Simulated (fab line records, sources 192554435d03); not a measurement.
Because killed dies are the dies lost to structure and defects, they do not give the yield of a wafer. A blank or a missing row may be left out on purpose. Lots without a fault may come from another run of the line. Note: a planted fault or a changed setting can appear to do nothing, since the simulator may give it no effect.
Chamber matching -- flow n5_finfet -- N5_GATE_CUT_SAC_CAP_01 on ald_sin-03: 4 sister chambers
The step material SiNx, target thk 24 nm, pulse time 1 s, ald cycles 480. 8 wafers are shown with their chamber, then 7 later ones without.

WAFERS WITH THEIR CHAMBER
wafer,chamber,heater_power_w (W),precursor_pulse_height_rel
L077.2,1,810,1.012
L081.3,2,760,0.996
L081.6,2,750,1.017
L085.2,0,849,1.013
L085.4,3,874,0.983
L085.6,0,851,0.995
L086.1,3,884,1.025
L086.2,1,848,1.002

WAFERS WITH NO CHAMBER GIVEN
wafer,heater_power_w (W),precursor_pulse_height_rel
L086.3,762,0.973
L076.2,785,0.997
L076.3,872,1.026
L076.5,792,0.995
L096.1,780,1.005
L096.3,838,1.016
L096.4,873,0.965

THE CHAMBER EACH PASSED THROUGH
wafer,from the rows above,in truth
L086.3,2,2
L076.2,can't be placed: 2 or 1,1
L076.3,can't be placed: 3 or 0 or 1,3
L076.5,can't be placed: 2 or 1 or 0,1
L096.1,can't be placed: 2 or 1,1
L096.3,can't be placed: 1 or 0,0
L096.4,can't be placed: 3 or 0 or 1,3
Placed correctly: 1 of 7. Cannot be placed on the basis of these rows: 6; the candidates contain the true chamber in 6. Number placed wrongly: 0.
How it was worked out, from the rows above alone: a wafer's distance from a chamber is the root of the sum, over the readings, of the square of ((its reading less the chamber's mean) divided by the reading's scatter). The wafer belongs to the nearest chamber; if the next one is less than 2 further off, it can't be placed. The mean given for a chamber averages the wafers shown for that chamber. The scatter is the square root of a quotient: the sum, over the shown wafers, of each reading's squared deviation from its chamber's mean, divided by wafers minus chambers.
